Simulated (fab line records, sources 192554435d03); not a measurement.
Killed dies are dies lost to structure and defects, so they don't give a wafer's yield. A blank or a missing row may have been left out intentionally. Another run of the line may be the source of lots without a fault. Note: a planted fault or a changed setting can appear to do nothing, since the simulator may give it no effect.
Chamber matching :: flow n5-finfet :: N5_BEOL_M2_STRIP_36 on rie-diel-02 has 4 sister chambers
The step strips in N2/H2. 18 wafers are shown with their chamber, then 9 later ones without.

== WAFERS WITH THEIR CHAMBER ==
wafer: L074.3
chamber: 1
showerhead-plenum-p-Torr (Torr): 2.63
throttle-valve-pct (%): 23.7
drypump-motor-current-A (A): 6.2

wafer: L074.4
chamber: 2
showerhead-plenum-p-Torr (Torr): 2.64
throttle-valve-pct (%): 24.3
drypump-motor-current-A (A): 5.2

wafer: L074.5
chamber: 2
showerhead-plenum-p-Torr (Torr): 2.64
throttle-valve-pct (%): 24.3
drypump-motor-current-A (A): 5.2

wafer: L076.1
chamber: 3
showerhead-plenum-p-Torr (Torr): 2.53
throttle-valve-pct (%): 23.6
drypump-motor-current-A (A): 5.6

wafer: L076.4
chamber: 1
showerhead-plenum-p-Torr (Torr): 2.63
throttle-valve-pct (%): 23.7
drypump-motor-current-A (A): 6.2

wafer: L076.6
chamber: 3
showerhead-plenum-p-Torr (Torr): 2.53
throttle-valve-pct (%): 23.6
drypump-motor-current-A (A): 5.6

wafer: L077.3
chamber: 2
showerhead-plenum-p-Torr (Torr): 2.64
throttle-valve-pct (%): 24.3
drypump-motor-current-A (A): 5.3

wafer: L077.5
chamber: 2
showerhead-plenum-p-Torr (Torr): 2.64
throttle-valve-pct (%): 24.3
drypump-motor-current-A (A): 5.3

wafer: L077.6
chamber: 3
showerhead-plenum-p-Torr (Torr): 2.53
throttle-valve-pct (%): 23.6
drypump-motor-current-A (A): 5.6

wafer: L078.1
chamber: 1
showerhead-plenum-p-Torr (Torr): 2.63
throttle-valve-pct (%): 23.7
drypump-motor-current-A (A): 6.3

wafer: L078.2
chamber: 2
showerhead-plenum-p-Torr (Torr): 2.64
throttle-valve-pct (%): 24.3
drypump-motor-current-A (A): 5.2

wafer: L078.5
chamber: 1
showerhead-plenum-p-Torr (Torr): 2.63
throttle-valve-pct (%): 23.7
drypump-motor-current-A (A): 6.2

wafer: L083.2
chamber: 2
showerhead-plenum-p-Torr (Torr): 2.63
throttle-valve-pct (%): 24.3
drypump-motor-current-A (A): 5.2

wafer: L083.5
chamber: 3
showerhead-plenum-p-Torr (Torr): 2.53
throttle-valve-pct (%): 23.7
drypump-motor-current-A (A): 5.6

wafer: L083.6
chamber: 2
showerhead-plenum-p-Torr (Torr): 2.63
throttle-valve-pct (%): 24.3
drypump-motor-current-A (A): 5.2

wafer: L084.1
chamber: 0
showerhead-plenum-p-Torr (Torr): 2.39
throttle-valve-pct (%): 23.3
drypump-motor-current-A (A): 5.3

wafer: L084.3
chamber: 2
showerhead-plenum-p-Torr (Torr): 2.63
throttle-valve-pct (%): 24.3
drypump-motor-current-A (A): 5.2

wafer: L084.4
chamber: 1
showerhead-plenum-p-Torr (Torr): 2.62
throttle-valve-pct (%): 23.7
drypump-motor-current-A (A): 6.2

SIGNATURES, as means of the wafers listed above
reading: showerhead-plenum-p-Torr
chamber 0: 2.3900
chamber 1: 2.6280
chamber 2: 2.6362
chamber 3: 2.5300
scatter within a chamber: 0.00437

reading: throttle-valve-pct
chamber 0: 23.300
chamber 1: 23.700
chamber 2: 24.300
chamber 3: 23.625
scatter within a chamber: 0.0231

reading: drypump-motor-current-A
chamber 0: 5.300
chamber 1: 6.220
chamber 2: 5.225
chamber 3: 5.600
scatter within a chamber: 0.0405
Rule: for a wafer and a chamber, the distance is found by dividing, reading by reading, the gap between the wafer's reading and the chamber's mean by the reading's scatter, squaring, summing and taking the root. If the next closest chamber is less than 2 further off than the closest, the wafer can't be placed; otherwise it belongs to the closest. The scatter is the square root of a quotient: the sum, over the shown wafers, of each reading's squared deviation from its chamber's mean, divided by wafers minus chambers.

== WAFERS WITH NO CHAMBER GIVEN ==
wafer: L091.2
showerhead-plenum-p-Torr (Torr): 2.52
throttle-valve-pct (%): 23.7
drypump-motor-current-A (A): 5.6

wafer: L091.3
showerhead-plenum-p-Torr (Torr): 2.61
throttle-valve-pct (%): 23.7
drypump-motor-current-A (A): 6.2

wafer: L091.6
showerhead-plenum-p-Torr (Torr): 2.61
throttle-valve-pct (%): 23.8
drypump-motor-current-A (A): 6.2

wafer: L093.1
showerhead-plenum-p-Torr (Torr): 2.52
throttle-valve-pct (%): 23.7
drypump-motor-current-A (A): 5.7

wafer: L093.3
showerhead-plenum-p-Torr (Torr): 2.61
throttle-valve-pct (%): 23.8
drypump-motor-current-A (A): 6.2

wafer: L093.6
showerhead-plenum-p-Torr (Torr): 2.38
throttle-valve-pct (%): 23.3
drypump-motor-current-A (A): 5.3

wafer: L096.1
showerhead-plenum-p-Torr (Torr): 2.62
throttle-valve-pct (%): 24.1
drypump-motor-current-A (A): 5.2

wafer: L096.3
showerhead-plenum-p-Torr (Torr): 2.51
throttle-valve-pct (%): 23.7
drypump-motor-current-A (A): 5.6

wafer: L096.5
showerhead-plenum-p-Torr (Torr): 2.62
throttle-valve-pct (%): 24.0
drypump-motor-current-A (A): 5.3

== EACH ONE'S CHAMBER ==
wafer: L091.2
from the rows above: 3
in truth: 3

wafer: L091.3
from the rows above: 1
in truth: 1

wafer: L091.6
from the rows above: 1
in truth: 1

wafer: L093.1
from the rows above: 3
in truth: 3

wafer: L093.3
from the rows above: 1
in truth: 1

wafer: L093.6
from the rows above: 0
in truth: 0

wafer: L096.1
from the rows above: 2
in truth: 2

wafer: L096.3
from the rows above: 3
in truth: 3

wafer: L096.5
from the rows above: 2
in truth: 2
9 of 9 placed correctly. Left unplaced by these rows: 0. Number placed wrongly: 0.
